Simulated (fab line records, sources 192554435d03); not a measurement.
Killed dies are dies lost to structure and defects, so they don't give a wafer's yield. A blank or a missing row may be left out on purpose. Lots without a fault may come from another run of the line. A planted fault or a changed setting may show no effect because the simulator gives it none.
fab line records | flow n5_finfet
record lots=8 wafers=24 last_day=19
route steps=1938 shown BEOL_M2@865 BEOL_M4@1111 PASSIVATION@1936
lots that met no fault: from a run of the same line without faults
start_h: hours from the record's first day to the start of the lot's first wafer shown | wait_h: hours since the lot's step before | " the same as in the row above | L1.1+2: a row that stands for several wafers | - no value, or no start given | * or withheld: withheld | < > ~ a bound
route shown NAME@n: a module of which the file shows steps, and the number in the route of the first | usual: mean/standard deviation of fault-free wafers | same: alike in all rows | chamber/n: place in a boat | sites: the reading at each site | _std_site: their standard deviation | _edge_site: outer sites' mean less inner sites' | radius_mm: how far each site lies from the wafer's centre | mask NAME#n: copy n | behind: the tool/chamber that last shaped the wafer | hold: why the lot was held/for how many hours/how that ended | device: the transistor (n, p or np) that didn't switch | end of line: the same wafers' tests at the end of the route | a step without rows: its recipe alone | killed: dies lost to structure and defects at the first sort, not the wafer's yield | map: a wafer's dies, x killed, . not, _ none there
set.NAME: the setting as run; set.NAME@STEP: as run at that earlier step | model.NAME: the simulator's own value behind a step, which no gauge read
steps of the route over a sample of lots; a table a step, a row a wafer
services: from which hour (start_h, from the record's first day; less than 0 if before it) a tool's chamber was out of use, for how many hours, and why
## steps
# step N5_BEOL_M2_STRIP_19
# recipe chemistry=O2 power_w=400 temp_c=40 pressure_mtorr=30 rf_frequency_hz=6e+07 bias_power_w=0 overash_fraction=0.2 o2_flow_sccm=225
# usual drypump_motor_current_A=5.7/0.32 oes_product_au=0.82/0.095 rf_vpp_V=3.7/0.51 showerhead_plenum_p_Torr=2.09/0.063 throttle_valve_pct=16.53/0.2
# same overash_fraction=0.2
# columns lot.wafer tool chamber start_h wait_h drypump_motor_current_A oes_product_au rf_hours_counter_h rf_vpp_V showerhead_plenum_p_Torr throttle_valve_pct
L722.2 rie_diel-01 1 132.67 0.1 5.5 0.70 206 3.1 2.09 17.15
L722.3 " 0 " " 5.2 0.65 256 3.4 2.06 16.94
L722.5 " 1 " " 5.5 0.70 - 4.3 2.09 17.14
L725.2 rie_diel-06 0 148.24 0.1 5.3 0.84 43 4.1 2.23 16.52
L725.4 " 2 " " 5.7 0.96 6 3.7 2.05 16.36
L725.5 " 1 " " 5.6 0.74 - 3.5 2.09 16.57
L730.1 rie_diel-06 2 178.03 0.2 5.7 0.92 16 3.1 2.04 16.38
L730.3 " 1 " " 5.6 0.75 174 3.6 2.09 16.59
L730.4 " 0 " " 5.3 0.84 53 2.8 2.23 16.56
L732.1 rie_diel-01 0 193.45 0.2 5.2 0.98 3 4.9 2.05 16.46
L732.3 " 2 " " 5.7 0.85 61 3.1 2.05 16.32
L732.4 " 3 " " 6.4 0.94 17 4.2 2.05 16.39
L735.3 rie_diel-06 2 219.68 0.1 5.7 0.90 30 3.2 2.04 16.40
L735.5 " 1 " " 5.6 0.73 - 4.2 2.08 16.61
L735.6 " 2 " " 5.7 0.89 - 4.9 2.04 16.44
L740.1 rie_diel-02 0 242.21 0.1 5.9 0.71 190 3.6 2.18 16.53
L740.2 " 1 " " 5.8 0.86 43 4.4 2.05 16.43
L740.6 " 2 " " 5.6 0.85 - 4.1 2.04 16.42
L745.2 rie_diel-02 1 279.61 0.2 5.8 0.84 54 3.1 2.04 16.45
L745.5 " 1 " " 5.8 0.85 - 3.3 2.04 16.45
L745.6 " 0 " " 5.9 0.69 - 3.7 2.17 16.57
L744.1 rie_diel-01 0 280.05 0.1 5.1 0.90 35 4.8 2.04 16.53
L744.5 " 3 " " 6.4 0.88 - 4.2 2.04 16.45
L744.6 " 2 " " 5.7 0.82 - 3.4 2.04 16.37
# step N5_BEOL_M2_ETCH_69
# recipe chemistry=CF4 target=SiARC target_depth_a=156 mask_material=CAR-EUV time_s=26 ion_energy_ev=80 pressure_mtorr=40 source_w=545 bias_w=36 Ar_flow_sccm=100 cf4_flow_sccm=100 ends=cleared
# usual bias_w=36.01/0.1 drypump_motor_current_A=5.7/0.33 etch_rf_on_time_s=25.8/0.36 oes_product_au=0.70/0.08 rf_vpp_V=184.1/1.2 showerhead_plenum_p_Torr=2.13/0.065 throttle_valve_pct=15.47/0.24
# columns lot.wafer tool chamber start_h wait_h bias_w drypump_motor_current_A etch_rf_on_time_s oes_product_au rf_hours_counter_h rf_vpp_V showerhead_plenum_p_Torr throttle_valve_pct
L722.2 rie_diel-02 1 133.23 0.0 36.03 5.8 25.8 0.82 1 182.5 2.11 15.27
L722.3 " 0 " " 36.19 5.9 25.4 0.63 159 186.0 2.22 15.38
L722.5 " 3 " " 36.00 5.2 25.7 0.64 - 185.2 2.22 15.50
L725.2 rie_diel-01 1 148.92 0.0 36.00 5.5 26.1 0.59 213 183.5 2.12 16.06
L725.4 " 0 " " 36.04 5.2 25.8 0.56 - 184.0 2.10 15.90
L725.5 " 2 " " 35.84 5.7 25.9 0.76 - 183.8 2.10 15.13
L730.1 rie_diel-06 2 178.64 0.0 36.06 5.7 24.8 0.80 16 184.2 2.10 15.35
L730.3 " 1 " " 36.03 5.6 25.8 0.64 174 183.3 2.13 15.52
L730.4 " 3 " " 35.89 6.2 25.7 0.59 231 183.0 2.03 15.74
L732.1 rie_diel-01 3 194.01 0.0 36.05 6.4 25.8 0.80 17 183.7 2.10 15.33
L732.3 " 0 " " 36.05 5.2 25.6 0.84 4 184.2 2.10 15.39
L732.4 " 1 " " 35.95 5.6 26.4 0.58 234 185.7 2.12 16.09
L735.3 rie_diel-02 1 220.25 0.0 35.84 5.8 25.5 0.76 33 183.7 2.10 15.35
L735.5 " 2 " " 35.96 5.7 25.2 0.74 - 184.1 2.09 15.33
L735.6 " 3 " " 36.31 5.2 25.3 0.62 - 183.8 2.21 15.55
L740.1 rie_diel-02 1 242.90 0.0 36.00 5.8 26.2 0.73 43 184.2 2.09 15.40
L740.2 " 2 " " 36.08 5.7 25.4 0.72 63 184.0 2.08 15.35
L740.6 " 1 " " 35.99 5.9 25.9 0.74 - 183.3 2.09 15.37
L745.2 rie_diel-06 3 280.18 0.0 36.03 6.2 25.7 0.83 7 186.8 2.28 15.29
L745.5 " 2 " " 35.96 5.7 25.5 0.73 - 182.5 2.09 15.45
L745.6 " 3 " " 36.07 6.2 25.7 0.85 - 185.3 2.28 15.29
L744.1 rie_diel-06 2 281.21 0.0 36.21 5.7 25.4 0.73 53 182.7 2.09 15.45
L744.5 " 3 " " 35.89 6.2 25.4 0.84 - 186.6 2.28 15.30
L744.6 " 0 " " 36.17 5.3 25.5 0.68 - 185.7 2.25 15.51
# step N5_BEOL_M2_ETCH_70
# recipe chemistry=N2/H2 target=SOC target_depth_a=800 overetch_a=240 mask_material=SiARC temp_c=40 time_s=130 ion_energy_ev=200 pressure_mtorr=30 source_w=840 bias_w=150 n2_flow_sccm=200 h2_flow_sccm=200
# usual bias_w=149.9/0.45 drypump_motor_current_A=5.7/0.37 oes_product_au=0.60/0.072 rf_vpp_V=523.5/2.1 showerhead_plenum_p_Torr=2.53/0.072 throttle_valve_pct=17.68/0.24
# columns lot.wafer tool chamber start_h wait_h bias_w drypump_motor_current_A oes_product_au rf_hours_counter_h rf_vpp_V showerhead_plenum_p_Torr throttle_valve_pct
L722.2 rie_diel-02 3 137.95 0.0 150.8 5.2 0.55 170 527.9 2.65 17.68
L722.3 " 2 " " 150.1 5.7 0.66 23 521.9 2.49 17.58
L722.5 " 1 " " 150.6 5.9 0.70 - 521.3 2.50 17.57
L725.2 rie_diel-02 0 151.93 0.0 150.8 5.9 0.52 166 527.4 2.63 17.59
L725.4 " 3 " " 150.0 5.2 0.54 175 526.6 2.65 17.69
L725.5 " 1 " " 150.3 5.8 0.69 - 522.7 2.50 17.57
L730.1 rie_diel-01 2 186.03 0.0 150.1 5.8 0.62 57 521.8 2.48 17.42
L730.3 " 3 " " 149.7 6.4 0.70 13 522.9 2.50 17.51
L730.4 " 1 " " 149.3 5.5 0.50 - 519.9 2.51 18.22
L732.1 rie_diel-01 3 201.02 0.0 149.2 6.4 0.68 20 522.5 2.49 17.53
L732.3 " 2 " " 150.3 5.8 0.63 63 522.4 2.47 17.42
L732.4 " 0 " " 150.3 5.2 0.70 6 523.6 2.49 17.64
L735.3 rie_diel-01 3 223.31 0.0 150.0 6.4 0.67 27 522.2 2.49 17.54
L735.5 " 3 " " 149.7 6.4 0.67 - 522.7 2.49 17.53
L735.6 " 0 " " 149.7 5.2 0.69 - 522.3 2.49 17.64
L740.1 rie_diel-02 0 248.13 0.0 149.9 5.8 0.52 193 525.8 2.62 17.64
L740.2 " 3 " " 149.8 5.2 0.53 212 525.9 2.63 17.74
L740.6 " 3 " " 150.7 5.2 0.53 - 525.0 2.63 17.76
L745.2 rie_diel-06 1 283.42 0.0 150.4 5.7 0.53 206 521.5 2.51 17.68
L745.5 " 3 " " 150.2 6.2 0.71 - 530.1 2.72 17.67
L745.6 " 2 " " 150.0 5.7 0.63 - 522.2 2.47 17.62
L744.1 rie_diel-01 0 284.37 0.0 150.1 5.2 0.65 36 520.6 2.48 17.71
L744.5 " 3 " " 150.1 6.4 0.64 - 522.5 2.48 17.58
L744.6 " 2 " " 150.5 5.7 0.60 - 522.9 2.46 17.47
# step N5_BEOL_M2_TRENCH_ETCH_37
# recipe chemistry=C4F6/O2 target_depth_a=555.55 target=SiOC time_s=29.2 ion_energy_ev=250 pressure_mtorr=30 source_w=355 bias_w=185 Ar_flow_sccm=300 C4F6_flow_sccm=10 O2_flow_sccm=10
# usual C4F6_flow_sccm=9.996/0.029 bias_w=185.0/0.54 drypump_motor_current_A=5.7/0.37 oes_product_au=0.82/0.1 rf_vpp_V=666/4.1 showerhead_plenum_p_Torr=2.83/0.077 throttle_valve_pct=20.75/0.25
# columns lot.wafer tool chamber start_h wait_h C4F6_flow_sccm bias_w drypump_motor_current_A oes_product_au rf_hours_counter_h rf_vpp_V showerhead_plenum_p_Torr throttle_valve_pct
L722.2 rie_diel-02 3 138.16 - 10.026 183.8 5.2 0.75 170 668 2.96 20.73
L722.3 " 2 " " 10.028 185.3 5.7 0.92 23 663 2.79 20.57
L722.5 " 1 " " 9.976 186.3 5.8 0.96 - 663 2.80 20.60
L725.2 rie_diel-02 0 152.14 - 10.023 184.5 5.9 0.73 166 673 2.95 20.58
L725.4 " 3 " " 10.019 185.6 5.2 0.74 175 667 2.96 20.73
L725.5 " 1 " " 9.987 185.7 5.8 0.93 - 664 2.80 20.61
L730.1 rie_diel-01 2 186.24 - 10.004 184.5 5.7 0.86 58 666 2.78 20.45
L730.3 " 3 " " 9.994 184.4 6.4 0.96 13 669 2.81 20.70
L730.4 " 1 " " 9.997 185.1 5.6 0.69 - 670 2.81 21.31
L732.1 rie_diel-01 3 201.22 - 10.000 184.8 6.4 0.94 20 669 2.81 20.70
L732.3 " 2 " " 10.018 185.4 5.7 0.85 63 666 2.78 20.44
L732.4 " 0 " " 9.990 184.4 5.2 0.96 6 665 2.79 20.69
L735.3 rie_diel-01 3 223.51 - 9.986 184.8 6.4 0.91 27 668 2.80 20.72
L735.5 " 3 " " 10.010 185.2 6.4 0.92 - 670 2.80 20.71
L735.6 " 0 " " 9.936 185.8 5.2 0.94 - 665 2.79 20.71
L740.1 rie_diel-02 0 248.34 - 9.984 191.3 5.9 0.71 193 689 2.94 20.63
L740.2 " 3 " " 10.050 191.1 5.2 0.72 212 683 2.94 20.81
L740.6 " 3 " " 10.014 191.2 5.2 0.72 - 684 2.94 20.82
L745.2 rie_diel-06 1 283.63 - 9.943 183.9 5.6 0.71 207 665 2.81 20.75
L745.5 " 3 " " 10.041 184.4 6.2 0.98 - 667 3.02 20.58
L745.6 " 2 " " 10.012 184.8 5.7 0.85 - 656 2.77 20.71
L744.1 rie_diel-01 0 284.58 - 9.979 185.7 5.2 0.90 36 664 2.78 20.76
L744.5 " 3 " " 9.979 184.3 6.4 0.89 - 669 2.79 20.74
L744.6 " 2 " " 10.010 184.2 5.7 0.81 - 667 2.77 20.49
# step N5_BEOL_M4_RC_MEAS_101
# usual DIBL_N=36.1/1.3 DIBL_P=36.1/1.7 IOFF_N=0.154/0.022 IOFF_P=0.201/0.024 ION_N=675/8.9 ION_P=462/5.9 SS_N=71.5/0.49 SS_P=73.3/0.58 VT_N=250.0/2.7 VT_P=-251.3/2.7
# columns lot.wafer tool chamber start_h wait_h DIBL_N[mV/V] DIBL_P[mV/V] IOFF_N[nA/um] IOFF_P[nA/um] ION_N[uA/um] ION_P[uA/um] SS_N[mV/dec] SS_P[mV/dec] VT_N[mV] VT_P[mV]
L722.2 prober-01 0 164.01 0.2 35.6 34.7 0.148 0.194 674 468 71.6 73.1 249.6 -251.0
L722.3 " 0 " " 35.7 34.9 0.151 0.200 688 470 72.3 73.5 249.3 -249.6
L722.5 " 0 " " 35.3 34.9 0.147 0.196 678 463 72.2 72.6 247.7 -250.2
L725.2 prober-02 0 189.27 0.2 37.6 37.2 0.164 0.216 681 468 71.6 73.5 250.3 -249.2
L725.4 " 0 " " 38.4 38.5 0.181 0.235 684 468 72.1 73.9 248.3 -249.2
L725.5 " 0 " " 35.2 34.9 0.134 0.184 681 466 71.5 73.4 252.3 -253.5
L730.1 prober-01 0 227.34 0.0 35.2 35.5 0.131 0.189 672 461 71.0 73.0 251.7 -250.1
L730.3 " 0 " " 36.0 35.5 0.134 0.192 668 463 71.3 72.4 250.1 -248.9
L730.4 " 0 " " 36.5 36.9 0.146 0.214 676 465 71.0 73.2 249.3 -249.1
L732.1 prober-01 0 234.47 0.0 36.3 35.6 0.127 0.182 662 455 71.1 72.7 252.8 -253.7
L732.3 " 0 " " 37.7 37.2 0.162 0.205 672 460 71.3 74.0 249.4 -252.9
L732.4 " 0 " " 34.9 33.8 0.116 0.165 664 455 70.9 72.9 253.7 -253.3
L735.3 prober-01 0 256.60 0.3 32.9 32.7 0.124 0.164 677 465 71.2 73.2 251.8 -253.6
L735.5 " 0 " " 33.4 33.6 0.129 0.179 664 458 71.1 73.4 251.4 -254.2
L735.6 " 0 " " 33.5 32.3 0.119 0.157 671 460 71.3 72.7 255.1 -254.7
L740.1 prober-02 0 284.72 0.0 36.0 36.7 0.141 0.183 668 455 70.9 73.6 250.3 -252.3
L740.2 " 0 " " 36.6 36.9 0.141 0.189 667 456 71.6 73.5 252.9 -256.0
L740.6 " 0 " " 34.9 35.4 0.122 0.162 659 453 70.7 72.5 253.9 -256.0
L744.1 prober-02 0 319.48 0.0 38.7 39.5 0.196 0.268 696 478 72.4 73.9 244.5 -245.7
L744.5 " 0 " " 37.4 38.0 0.174 0.247 681 470 72.2 73.6 245.3 -248.8
L744.6 " 0 " " 36.1 36.4 0.147 0.211 670 464 71.9 73.0 251.1 -247.4
L745.2 prober-01 0 322.61 0.2 35.0 35.5 0.129 0.156 667 456 71.1 73.3 251.5 -255.6
L745.5 " 0 " " 35.0 36.1 0.136 0.168 678 460 71.8 72.9 249.9 -253.4
L745.6 " 0 " " 35.9 36.4 0.141 0.169 677 462 72.3 73.3 250.5 -256.6
# step N5_PASSIVATION_PROBE_49
# usual defect_limited_yield=90.9/1.3 killed_at_M0_to_M3=35/10 killed_at_M4_up=15/5.7 killed_at_contacts=14/6.4 killed_at_front_end=40/11 killed_at_other=4/3.1 killed_dies=108/16 killed_open=71/11 killed_short=34/7.7 sort_bin_5_function=5.4/0.9 sort_bin_6_memory=3.4/0.61 sort_n_pass=1072/16 sort_yield_pct=90.9/1.3
# same gross_dies=1180 killed_at_back_side=0 sort_bin_4_leakage[%]=0 sort_bin_8_speed[%]=0
# columns lot.wafer tool chamber start_h wait_h defect_limited_yield[%] killed_at_M0_to_M3 killed_at_M4_up killed_at_contacts killed_at_front_end killed_at_other killed_dies killed_open killed_short sort_bin_5_function[%] sort_bin_6_memory[%] sort_n_pass sort_yield_pct[%]
L722.2 prober-01 - 264.80 0.1 92.1 34 8 22 26 3 93 66 27 5.1 2.7 1087 92.1
L722.3 prober-01 - 264.85 0.1 94.7 14 13 15 19 1 62 43 19 3.1 2.0 1118 94.7
L722.5 prober-01 - 264.95 0.2 90.3 25 14 28 44 4 115 66 48 5.8 3.6 1065 90.3
L725.2 prober-02 - 298.70 0.1 91.7 33 13 16 31 5 98 58 37 4.8 3.1 1082 91.7
L725.4 prober-02 - 298.80 0.2 91.4 28 24 10 29 10 101 62 36 5.1 3.3 1079 91.4
L725.5 prober-02 - 298.85 0.2 92.1 29 14 9 34 7 93 59 29 4.3 3.2 1087 92.1
L730.1 prober-01 - 332.64 0.0 92.2 27 14 4 45 2 92 67 21 4.6 2.9 1088 92.2
L730.3 prober-01 - 332.74 0.1 90.3 22 12 10 69 2 115 70 44 5.3 4.1 1065 90.3
L730.4 prober-01 - 332.79 0.2 91.7 31 12 10 37 8 98 58 38 4.8 3.3 1082 91.7
L732.1 prober-02 - 354.88 0.0 91.0 35 3 16 44 8 106 76 30 5.3 3.5 1074 91.0
L732.3 prober-02 - 354.98 0.1 90.1 31 12 11 62 1 117 81 35 5.5 4.1 1063 90.1
L732.4 prober-02 - 355.03 0.2 90.6 44 9 4 52 2 111 71 38 5.9 3.0 1069 90.6
L735.3 prober-01 - 364.26 0.1 90.2 35 10 13 51 7 116 78 37 5.6 4.0 1064 90.2
L735.5 prober-01 - 364.36 0.2 88.2 62 16 11 45 5 139 88 44 6.4 4.2 1041 88.2
L735.6 prober-01 - 364.41 0.3 91.7 34 9 8 41 6 98 60 38 5.2 2.9 1082 91.7
L740.1 prober-02 - 390.04 0.0 90.1 53 16 12 32 4 117 71 41 5.2 4.0 1063 90.1
L740.2 prober-02 - 390.09 0.1 90.8 43 20 13 31 1 108 80 27 5.1 3.6 1072 90.8
L740.6 prober-02 - 390.29 0.3 87.9 46 22 30 43 2 143 96 45 8.0 3.8 1037 87.9
L744.1 prober-01 - 426.59 0.0 89.7 38 15 11 56 1 121 77 42 6.1 3.8 1059 89.7
L744.5 prober-01 - 426.79 0.2 90.3 28 11 12 60 4 115 73 37 5.7 3.1 1065 90.3
L744.6 prober-01 - 426.84 0.3 90.6 38 13 12 44 4 111 74 32 6.1 3.1 1069 90.6
L745.2 prober-01 - 447.36 0.1 90.4 39 24 16 33 1 113 82 29 5.9 3.3 1067 90.4
L745.5 prober-01 - 447.51 0.2 93.0 23 8 15 36 1 83 57 26 3.9 2.6 1097 93.0
L745.6 prober-01 - 447.56 0.3 90.3 46 12 16 40 0 114 72 41 5.0 4.3 1066 90.3
# killed by level:class
L722.2 MOL_CONTACT_COAG:geometric_particle:open=17 BEOL_M1:geometric_particle:open=11 BEOL_M0_SAQP:geometric_particle:short=9 BEOL_M0_SAQP:geometric_particle:open=7 STI_FIN_REVEAL:geometric_particle:open=5 MOL_CONTACT_COAG:geometric_particle:short=5 BEOL_M2:geometric_particle:open=5 FIN_SAQP:geometric_particle:open=4
L722.3 MOL_CONTACT_COAG:geometric_particle:open=12 BEOL_M5:geometric_particle:open=5 STI_FIN_REVEAL:geometric_particle:open=4 GATE_CUT:geometric_particle:short=4 BEOL_M1:geometric_particle:open=4 STARTING-WAFER:geometric_particle:open=3 MOL_CONTACT_COAG:geometric_particle:short=3 BEOL_M0_SAQP:geometric_particle:open=3
L722.5 MOL_CONTACT_COAG:geometric_particle:open=19 BEOL_M0_SAQP:geometric_particle:short=12 MOL_CONTACT_COAG:geometric_particle:short=9 FIN_SAQP:geometric_particle:open=8 STI_FIN_REVEAL:geometric_particle:open=7 GATE_CUT:geometric_particle:short=7 FIN_SAQP:geometric_particle:short=5 GATE_CUT:geometric_particle:open=5
L725.2 MOL_CONTACT_COAG:geometric_particle:open=10 FIN_SAQP:geometric_particle:open=8 BEOL_M0_SAQP:geometric_particle:short=8 BEOL_M3:geometric_particle:open=7 FIN_SAQP:geometric_particle:short=6 BEOL_M0_SAQP:geometric_particle:open=5 BEOL_M2:geometric_particle:open=5 BEOL_M5:geometric_particle:open=5
L725.4 BEOL_M4:geometric_particle:open=9 MOL_CONTACT_COAG:geometric_particle:open=8 BEOL_M3:geometric_particle:open=8 FIN_SAQP:geometric_particle:open=5 BEOL_M2:geometric_particle:open=5 FIN_SAQP:geometric_particle:short=4 ILD0:geometric_particle:short=4 GATE_CUT:geometric_particle:short=4
L725.5 FIN_SAQP:geometric_particle:open=9 BEOL_M0_SAQP:geometric_particle:open=9 BEOL_M3:geometric_particle:open=9 BEOL_M2:geometric_particle:open=8 MOL_CONTACT_COAG:geometric_particle:open=7 FIN_SAQP:geometric_particle:short=5 BEOL_M4:geometric_particle:open=5 STARTING-WAFER:geometric_particle:short=5
L730.1 FIN_SAQP:geometric_particle:open=14 BEOL_M1:geometric_particle:open=9 STI_FIN_REVEAL:geometric_particle:open=6 BEOL_M3:geometric_particle:open=6 BEOL_M4:geometric_particle:open=6 FIN_SAQP:geometric_particle:short=5 GATE_CUT:geometric_particle:short=5 BEOL_M5:geometric_particle:open=4
L730.3 FIN_SAQP:geometric_particle:open=22 FIN_SAQP:geometric_particle:short=15 STI_FIN_REVEAL:geometric_particle:open=6 MOL_CONTACT_COAG:geometric_particle:short=6 BEOL_M0_SAQP:geometric_particle:open=6 SPACER0:geometric_particle:short=5 BEOL_M3:geometric_particle:open=5 BEOL_M4:geometric_particle:open=5
L730.4 MOL_CONTACT_COAG:geometric_particle:open=10 BEOL_M0_SAQP:geometric_particle:short=9 BEOL_M0_SAQP:geometric_particle:open=8 FIN_SAQP:geometric_particle:short=7 BEOL_M2:geometric_particle:open=7 BEOL_M5:geometric_particle:open=7 FIN_SAQP:geometric_particle:open=5 STARTING-WAFER:geometric_particle:short=5
L732.1 MOL_CONTACT_COAG:geometric_particle:open=16 FIN_SAQP:geometric_particle:short=11 STI_FIN_REVEAL:geometric_particle:open=11 BEOL_M3:geometric_particle:open=9 BEOL_M0_SAQP:geometric_particle:short=6 BEOL_M0_SAQP:geometric_particle:open=6 FIN_SAQP:geometric_particle:open=5 BEOL_M0:geometric_particle:open=5
L732.3 FIN_SAQP:geometric_particle:open=20 FIN_SAQP:geometric_particle:short=14 BEOL_M4:geometric_particle:open=9 BEOL_M2:geometric_particle:open=9 MOL_CONTACT_COAG:geometric_particle:open=8 BEOL_M3:geometric_particle:open=6 GATE_CUT:geometric_particle:open=5 BEOL_M0_SAQP:geometric_particle:short=5
L732.4 FIN_SAQP:geometric_particle:open=15 STI_FIN_REVEAL:geometric_particle:open=10 BEOL_M0_SAQP:geometric_particle:short=10 BEOL_M2:geometric_particle:open=10 FIN_SAQP:geometric_particle:short=7 BEOL_M1:geometric_particle:open=7 BEOL_M3:geometric_particle:open=7 GATE_CUT:geometric_particle:short=6
L735.3 FIN_SAQP:geometric_particle:open=17 MOL_CONTACT_COAG:geometric_particle:open=12 FIN_SAQP:geometric_particle:short=11 BEOL_M0_SAQP:geometric_particle:open=9 BEOL_M2:geometric_particle:open=9 BEOL_M0_SAQP:geometric_particle:short=6 STARTING-WAFER:geometric_particle:open=5 DUMMY_GATE:geometric_particle:open=5
L735.5 FIN_SAQP:geometric_particle:open=14 BEOL_M0_SAQP:geometric_particle:short=14 BEOL_M0_SAQP:geometric_particle:open=13 BEOL_M3:geometric_particle:open=12 BEOL_M4:geometric_particle:open=11 BEOL_M2:geometric_particle:open=10 MOL_CONTACT_COAG:geometric_particle:open=8 HKMG_FIN:area_etch=7
L735.6 BEOL_M3:geometric_particle:open=13 FIN_SAQP:geometric_particle:short=9 BEOL_M0_SAQP:geometric_particle:short=8 FIN_SAQP:geometric_particle:open=6 STI_FIN_REVEAL:geometric_particle:open=6 MOL_CONTACT_COAG:geometric_particle:open=6 DUMMY_GATE:geometric_particle:open=4 SPACER0:geometric_particle:short=3
L740.1 BEOL_M0_SAQP:geometric_particle:short=12 MOL_CONTACT_COAG:geometric_particle:open=10 BEOL_M3:geometric_particle:open=9 BEOL_M0_SAQP:geometric_particle:open=9 BEOL_M1:geometric_particle:open=9 BEOL_M2:geometric_particle:open=7 BEOL_M4:geometric_particle:open=7 GATE_CUT:geometric_particle:short=5
L740.2 BEOL_M4:geometric_particle:open=14 BEOL_M1:geometric_particle:open=11 MOL_CONTACT_COAG:geometric_particle:open=10 BEOL_M2:geometric_particle:open=7 BEOL_M3:geometric_particle:open=7 FIN_SAQP:geometric_particle:open=6 BEOL_M0_SAQP:geometric_particle:short=6 BEOL_M1:geometric_particle:short=6
L740.6 MOL_CONTACT_COAG:geometric_particle:open=19 BEOL_M0_SAQP:geometric_particle:open=14 BEOL_M1:geometric_particle:open=13 FIN_SAQP:geometric_particle:open=12 MOL_CONTACT_COAG:geometric_particle:short=11 STI_FIN_REVEAL:geometric_particle:open=7 BEOL_M0_SAQP:geometric_particle:short=7 FIN_SAQP:geometric_particle:short=6
L744.1 BEOL_M3:geometric_particle:open=14 FIN_SAQP:geometric_particle:open=11 DUMMY_GATE:geometric_particle:open=9 GATE_CUT:geometric_particle:short=9 MOL_CONTACT_COAG:geometric_particle:open=9 FIN_SAQP:geometric_particle:short=7 STI_FIN_REVEAL:geometric_particle:open=6 BEOL_M4:geometric_particle:open=5
L744.5 STI_FIN_REVEAL:geometric_particle:open=15 MOL_CONTACT_COAG:geometric_particle:open=10 FIN_SAQP:geometric_particle:open=9 BEOL_M3:geometric_particle:open=8 FIN_SAQP:geometric_particle:short=6 BEOL_M0_SAQP:geometric_particle:short=5 HKMG_FIN:area_etch=5 FIN_CUT:geometric_particle:open=4
L744.6 BEOL_M3:geometric_particle:open=16 STI_FIN_REVEAL:geometric_particle:open=12 MOL_CONTACT_COAG:geometric_particle:open=9 GATE_CUT:geometric_particle:short=7 GATE_CUT:geometric_particle:open=6 FIN_SAQP:geometric_particle:short=5 BEOL_M0_SAQP:geometric_particle:open=4 BEOL_M4:geometric_particle:open=4
L745.2 BEOL_M0_SAQP:geometric_particle:open=14 MOL_CONTACT_COAG:geometric_particle:open=13 BEOL_M4:geometric_particle:open=13 DUMMY_GATE:geometric_particle:open=9 BEOL_M3:geometric_particle:open=6 BEOL_M0:geometric_particle:open=6 FIN_SAQP:geometric_particle:open=5 BEOL_M0_SAQP:geometric_particle:short=4
L745.5 FIN_SAQP:geometric_particle:open=12 MOL_CONTACT_COAG:geometric_particle:open=11 BEOL_M0_SAQP:geometric_particle:open=8 BEOL_M3:geometric_particle:open=8 FIN_SAQP:geometric_particle:short=5 MOL_CONTACT_COAG:geometric_particle:short=4 BEOL_M4:geometric_particle:open=4 STARTING-WAFER:geometric_particle:open=4
L745.6 BEOL_M0_SAQP:geometric_particle:short=18 FIN_SAQP:geometric_particle:open=16 BEOL_M0_SAQP:geometric_particle:open=13 MOL_CONTACT_COAG:geometric_particle:open=12 FIN_SAQP:geometric_particle:short=7 BEOL_M0:geometric_particle:open=7 DUMMY_GATE:geometric_particle:open=4 BEOL_M3:geometric_particle:open=4
## services
# columns tool chamber start_h hours kind
rie_diel-06 2 112.37 4.9 repair
rie_diel-01 3 112.40 - clean
rie_diel-01 3 112.40 - consumable_replace:focus_ring
rie_diel-01 3 112.40 41.4 scheduled_down
rie_diel-01 3 112.40 41.4 vent_cycle
rie_diel-06 2 117.46 - clean
rie_diel-06 2 117.46 - consumable_replace:focus_ring
rie_diel-06 2 117.46 14.7 scheduled_down
rie_diel-06 2 117.46 14.7 vent_cycle
rie_diel-01 0 119.86 2.2 repair
rie_diel-01 0 154.18 - clean
rie_diel-01 0 154.18 - consumable_replace:focus_ring
rie_diel-01 0 154.18 33.0 scheduled_down
rie_diel-01 0 154.18 33.0 vent_cycle
rie_diel-06 1 164.44 9.9 repair
rie_diel-01 3 177.60 5.2 repair
rie_diel-06 1 183.55 8.8 repair
rie_diel-02 0 212.15 22.1 repair
rie_diel-06 3 215.95 2.9 repair
rie_diel-01 1 240.61 - clean
rie_diel-01 1 240.61 - consumable_replace:focus_ring
rie_diel-01 1 240.61 16.8 scheduled_down
rie_diel-01 1 240.61 16.8 vent_cycle
rie_diel-02 2 281.00 6.7 repair
## key
first_sign step=N5_BEOL_M2_TRENCH_ETCH_37 reading=bias_w direction=up sigmas=11 usual=* struck=*
effect step=N5_BEOL_M2_TRENCH_ETCH_37 reading=rf_vpp_V direction=up sigmas=4.6 usual=666 struck=685
met_at N5_BEOL_M2_TRENCH_ETCH_37
struck_lots L740
not_acting_at N5_BEOL_M2_STRIP_19,N5_BEOL_M2_ETCH_69,N5_BEOL_M2_ETCH_70
onset_between 152.14 248.34
earlier_fault kind=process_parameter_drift tool=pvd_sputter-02 chamber=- onset_h=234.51 steps=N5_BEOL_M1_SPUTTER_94 channel=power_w offset=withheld shape=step acts_in=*
fault kind=process_parameter_drift tool=rie_diel-02 chamber=- onset_h=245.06 steps=N5_BEOL_M2_TRENCH_ETCH_37 channel=bias_w offset=* shape=step acts_in=* stated=*
